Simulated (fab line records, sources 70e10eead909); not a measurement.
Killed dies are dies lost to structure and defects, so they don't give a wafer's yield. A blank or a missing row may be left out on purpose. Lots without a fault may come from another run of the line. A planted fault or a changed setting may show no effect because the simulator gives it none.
Chamber matching | flow nand_harc | NHARC_P_M1_CMP_23 on cmp-02: 4 sister chambers
The step polishes, t overpolish 20 s, target thk 157.82 nm. 4 wafers are shown with their chamber, then 7 later ones without.

WAFERS WITH THEIR CHAMBER
wafer  | chamber | motor_current_A (A)
L082.3 | 2       | 13.7
L082.5 | 3       | 11.3
L083.1 | 0       | 13.9
L083.2 | 1       | 13.1

WAFERS WITHOUT THEIR CHAMBER
wafer  | motor_current_A (A)
L083.6 | 13.3
L092.1 | 14.5
L092.2 | 12.4
L092.5 | 14.3
L094.3 | 14.3
L094.4 | 13.0
L094.6 | 12.6

WHICH CHAMBER EACH WENT THROUGH
wafer  | from the rows above               | in truth
L083.6 | can't be placed: 1 or 2 or 0      | 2
L092.1 | can't be placed: 0 or 2 or 1      | 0
L092.2 | can't be placed: 1 or 3 or 2 or 0 | 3
L092.5 | can't be placed: 0 or 2 or 1      | 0
L094.3 | can't be placed: 0 or 2 or 1      | 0
L094.4 | can't be placed: 1 or 2 or 0      | 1
L094.6 | can't be placed: 1 or 2 or 3 or 0 | 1
Placed correctly: 0 of 7. Can't be placed from these rows: 7 (the true chamber is among the candidates in 7). Placed wrongly: 0.
How it was worked out, from the rows above alone: a wafer's distance from a chamber is the root of the sum, over the readings, of the square of ((its reading less the chamber's mean) divided by the reading's scatter). The wafer belongs to the nearest chamber; if the next one is less than 2 further off, it can't be placed. A chamber's mean is the mean of its shown wafers. The scatter: with one shown wafer a chamber, the root of the mean of the squares of how far each hidden wafer lies from its nearest shown one.
